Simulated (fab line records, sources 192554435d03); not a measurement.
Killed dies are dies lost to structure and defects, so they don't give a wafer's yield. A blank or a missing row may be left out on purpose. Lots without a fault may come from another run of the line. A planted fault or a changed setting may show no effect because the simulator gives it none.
Chamber matching | flow n5_finfet | N5_BEOL_M5_PECVD_70 on pecvd-01: 3 sister chambers
The step deposits SiO2 from TEOS/O2, target thk 16 nm, time 18 s. 18 wafers are shown with their chamber, then 9 later ones without.

WAFERS WITH THEIR CHAMBER
wafer  | chamber | showerhead_plenum_p_Torr (Torr) | throttle_valve_pct (%) | heater_power_outer_w (W)
L075.2 | 2       | 8.86                            | 21.0                   | 373
L075.5 | 2       | 8.85                            | 21.1                   | 385
L075.6 | 1       | 8.78                            | 21.7                   | 415
L074.1 | 2       | 8.88                            | 21.4                   | 323
L074.3 | 0       | 8.81                            | 22.2                   | 461
L074.5 | 0       | 8.82                            | 22.2                   | 462
L079.1 | 1       | 8.78                            | 21.9                   | 429
L079.3 | 2       | 8.85                            | 21.3                   | 362
L079.5 | 1       | 8.76                            | 21.8                   | 419
L086.2 | 2       | 8.86                            | 21.5                   | 348
L086.4 | 1       | 8.78                            | 21.6                   | 419
L086.5 | 0       | 8.81                            | 22.1                   | 462
L091.2 | 2       | 8.85                            | 21.6                   | 316
L091.5 | 0       | 8.80                            | 22.3                   | 409
L091.6 | 2       | 8.87                            | 21.4                   | 314
L090.2 | 0       | 8.79                            | 22.5                   | 466
L090.3 | 1       | 8.77                            | 21.8                   | 352
L090.5 | 1       | 8.73                            | 21.7                   | 355

SIGNATURES (means of the wafers above)
reading                  | chamber 0 | chamber 1 | chamber 2 | scatter within a chamber
showerhead_plenum_p_Torr | 8.8060    | 8.7667    | 8.8600    | 0.0147
throttle_valve_pct       | 22.260    | 21.750    | 21.329    | 0.168
heater_power_outer_w     | 452.00    | 398.17    | 345.86    | 29.9
Rule: a wafer's distance from a chamber is the root of the sum, over the readings, of the square of ((its reading less the chamber's mean) divided by the reading's scatter). The wafer belongs to the nearest chamber; if the next one is less than 2 further off, it can't be placed. The scatter: the root of (the sum of the squares of (reading less its chamber's mean) over the shown wafers, divided by (wafers less chambers)).

WAFERS WITHOUT THEIR CHAMBER
wafer  | showerhead_plenum_p_Torr (Torr) | throttle_valve_pct (%) | heater_power_outer_w (W)
L092.2 | 8.80                            | 22.1                   | 440
L092.4 | 8.82                            | 22.5                   | 458
L092.5 | 8.75                            | 21.8                   | 331
L094.2 | 8.87                            | 21.0                   | 352
L094.3 | 8.77                            | 21.7                   | 407
L094.5 | 8.84                            | 21.6                   | 360
L097.3 | 8.78                            | 22.3                   | 458
L097.4 | 8.77                            | 21.7                   | 393
L097.6 | 8.85                            | 21.4                   | 361

WHICH CHAMBER EACH WENT THROUGH
wafer  | from the rows above | in truth
L092.2 | 0                   | 0
L092.4 | 0                   | 0
L092.5 | 1                   | 1
L094.2 | 2                   | 2
L094.3 | 1                   | 1
L094.5 | 2                   | 2
L097.3 | 0                   | 0
L097.4 | 1                   | 1
L097.6 | 2                   | 2
Placed correctly: 9 of 9. Can't be placed from these rows: 0. Placed wrongly: 0.
